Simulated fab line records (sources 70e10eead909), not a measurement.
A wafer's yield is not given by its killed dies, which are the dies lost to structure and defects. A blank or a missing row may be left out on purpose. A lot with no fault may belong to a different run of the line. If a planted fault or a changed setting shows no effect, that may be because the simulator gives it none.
Which of the tools did it? :: flow nand-harc :: route of 1302 steps, sampled at 1 step: 14 lots, 42 wafers

WHAT THE GAUGES SHOWED, per wafer
NHARC_A_WL_FILL_INSPECT_15.
lot: L626
measured: day 21 04:00
on: defect-inspect-01
raw-defect-count: 596 735 507

lot: L627
measured: day 21 12:30
on: defect-inspect-02
raw-defect-count: 488 432 464

lot: L631
measured: day 22 17:52
on: defect-inspect-02
raw-defect-count: 513 359 322

lot: L629
measured: day 22 21:01
on: defect-inspect-01
raw-defect-count: 473 651 414

lot: L633
measured: day 23 07:49
on: defect-inspect-01
raw-defect-count: 474 463 695

lot: L632
measured: day 23 17:31
on: defect-inspect-02
raw-defect-count: 690 482 617

lot: L636
measured: day 24 17:46
on: defect-inspect-02
raw-defect-count: 413 461 553

lot: L637
measured: day 26 02:21
on: defect-inspect-02
raw-defect-count: 355 255 498

lot: L642
measured: day 27 15:14
on: defect-inspect-02
raw-defect-count: 551 455 368

lot: L643
measured: day 27 15:23
on: defect-inspect-01
raw-defect-count: 578 388 412

lot: L645
measured: day 28 07:48
on: defect-inspect-02
raw-defect-count: 492 473 533

lot: L647
measured: day 29 11:53
on: defect-inspect-02
raw-defect-count: 526 590 488

lot: L648
measured: day 30 03:02
on: defect-inspect-01
raw-defect-count: 333 306 608

lot: L649
measured: day 30 13:47
on: defect-inspect-02
raw-defect-count: 271 450 322

EACH LOT AND THE TOOL THAT RAN IT (in order: tool; ch and the chambers of the sampled wafers; start)
Record: no process step prior to these readings.

WHAT THE TOOLS THEMSELVES READ (means of the sampled wafers that have a number; where no wafer has one, the mark that the record gives instead)
The record holds no such reading with a usual standard deviation.

THE ANSWER, worked out from the rows above alone
Rule: usual is defined by the lots themselves. The widest of any qualifying gaps counts: lots, ordered by their means at a reading, are off when they make up no more than a third of the lots, leave a main group of 4 or more, and stand apart from it by 3 or more times the standard deviation of that group's means. A main group is skipped when, at the precision printed for the reading in the tables above, its means are all equal. Also off: a lot with no number at a reading for which 4 or more lots have one. Any other lot the step has rows for is counted as sound. After the gauges, taken in route order, come the tools' own readings; for these a lot's mean is taken, as printed above. The first step at which some lot is off is used, and at that step the reading that is off furthest; a lot without a number counts as furthest.
None of the lots is off at any reading shown; this tells nothing.

WHAT THE SIMULATOR HAD INSERTED
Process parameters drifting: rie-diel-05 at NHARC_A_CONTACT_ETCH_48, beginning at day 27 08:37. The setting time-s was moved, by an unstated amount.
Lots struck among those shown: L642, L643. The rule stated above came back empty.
